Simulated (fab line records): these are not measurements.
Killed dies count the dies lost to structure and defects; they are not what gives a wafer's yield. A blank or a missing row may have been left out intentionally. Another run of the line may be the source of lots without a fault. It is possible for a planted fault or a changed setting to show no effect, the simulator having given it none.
Matching of chambers + flow nand_harc + NHARC_P_GATE_ETCH_32 on rie_si-01: 3 sister chambers
The step etches the open film in HBr/Cl2, target depth 150 nm, time 100.1 s. 6 wafers are shown with their chamber, then 5 later ones without.

## WAFERS WITH THEIR CHAMBER
| wafer  | chamber | drypump_motor_current_A (A) | he_backside_leak_sccm (sccm) |
|--------|---------|-----------------------------|------------------------------|
| L077.1 | 1       | 6.2                         | 2.6                          |
| L080.3 | 1       | 6.1                         | 2.5                          |
| L082.1 | 0       | 5.9                         | 2.8                          |
| L086.1 | 0       | 5.9                         | 2.7                          |
| L086.2 | 3       | 6.3                         | 2.9                          |
| L086.5 | 3       | 6.3                         | 2.6                          |

## WAFERS MISSING THEIR CHAMBER
| wafer  | drypump_motor_current_A (A) | he_backside_leak_sccm (sccm) |
|--------|-----------------------------|------------------------------|
| L093.2 | 5.9                         | 2.4                          |
| L093.3 | 6.2                         | 2.4                          |
| L095.3 | 6.1                         | 2.5                          |
| L095.6 | 6.3                         | 2.7                          |
| L096.1 | 5.8                         | 2.6                          |

## WHICH CHAMBER EACH WENT THROUGH
| wafer  | from the rows above     | in truth |
|--------|-------------------------|----------|
| L093.2 | 0                       | 0        |
| L093.3 | can't be placed: 1 or 3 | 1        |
| L095.3 | 1                       | 1        |
| L095.6 | 3                       | 3        |
| L096.1 | 0                       | 0        |
Correctly placed: 4 of 5. These rows do not allow placing 1 (true chamber among the candidates in 1). Wrongly placed: 0.
How it was worked out, from the rows above alone: a wafer's distance from a chamber is the root of the sum, over the readings, of the square of ((its reading less the chamber's mean) divided by the reading's scatter). If the next closest chamber is less than 2 further off than the closest, the wafer can't be placed; otherwise it belongs to the closest. For every chamber, the mean is computed from those of its wafers that are shown. The scatter is the square root of a quotient: the sum, over the shown wafers, of each reading's squared deviation from its chamber's mean, divided by wafers minus chambers.
